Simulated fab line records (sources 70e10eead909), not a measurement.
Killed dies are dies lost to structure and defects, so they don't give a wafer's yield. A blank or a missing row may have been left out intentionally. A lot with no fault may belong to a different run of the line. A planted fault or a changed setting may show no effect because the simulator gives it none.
Problem report in the 8D (eight disciplines) form, filled by code :: flow nand_harc :: the parts of the form that need people (team, actions taken, sign-off) are left out

1. WHAT IS WRONG
At NHARC_END_SORT_01, killed_at_periphery averages 661.8 over 6 wafers from 2 lots, while fault-free wafers read 3.3, standard deviation 2.8. That is +99 or more standard deviations from the usual mean.
Earliest sighting: wafer L337.1 on prober-02 at day 20 12:49. The record holds 24 wafers of 8 lots with a number at this step. Rule for "out" (also "out of limits"): further than 4 standard deviations from the usual mean. The other wafers with a number count as sound.

2. WHAT IT IS, WHAT IT ISN'T
question: which readings at this step
is: killed_at_periphery, killed_dies
is not: killed_at_other, killed_open, killed_short

question: which lots
is: L337, L339
is not: L332, L347, L348, L350, L351, L352

question: which wafers of those lots
is: all that have a number
is not: -

question: read on which gauges
is: prober-01, prober-02
is not: -

question: when
is: from day 20 12:49
is not: up to then (3 sound wafers); but 15 sound wafers of L347, L348, L350, L351, L352 came after

3. WHAT RULES OUT EACH SUSPECT
Counting: a tool stays on the suspect list if, at a process step up to the reading, it processed all lots that are out and no sound lot following the first of them.
- ruled out: the gauge at NHARC_END_SORT_01. Those wafers that are out were read across 2 gauges (prober-01, prober-02).
- wet_bench-05 at NHARC_P_ZERO_WELL_STRIP_56 (strips in SPM, time 840 s): ruled out as a lasting fault. Sound lots L347, L348, L351 ran on it after its first lot that is out, L337 (day 3 00:22).
Left after counting: nothing in the record.

4. THE CAUSE (what the simulator had put in)
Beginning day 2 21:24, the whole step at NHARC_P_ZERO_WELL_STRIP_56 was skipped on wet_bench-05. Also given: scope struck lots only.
Counting ruled it out, wrongly: the rule takes a fault to strike every lot that its tool runs from its start on, and this one did not.

5. SEQUENCE OF EFFECTS, ordered by route
Each row: a reading whose mean over the struck wafers that have a number lies more than 3 standard deviations from the usual. Only readings whose record carries a usual standard deviation are examined. hours: median over the lots of the time between each lot's start at the first step of this table that gives one and its start at this step. sigmas: the change, counted in usual standard deviations.
hours: 0
step: NHARC_END_SORT_01
reading: killed_at_periphery
usual: 3.3
on struck wafers: 661.8
change: +658.5
sigmas: +99 or more

hours: 0
step: NHARC_END_SORT_01
reading: killed_dies
usual: 32
on struck wafers: 677
change: +645
sigmas: +59
Readings that are blank on the struck wafers while sound wafers have them: bath_guard_temp_C at NHARC_P_ZERO_WELL_STRIP_56; bath_heat_duty_pct at NHARC_P_ZERO_WELL_STRIP_56; temp_c at NHARC_P_ZERO_WELL_STRIP_56.

6. WHAT WOULD HAVE CAUGHT IT SOONER
In this record the first reading out of limits at a measuring or inspecting step was taken at day 20 12:49, 423 hours after the fault began at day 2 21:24.
At NHARC_P_ZERO_WELL_STRIP_56 the tool's readings are blank on the struck wafers, where sound wafers have them: an empty tool record is the first sign, and it was there at once.
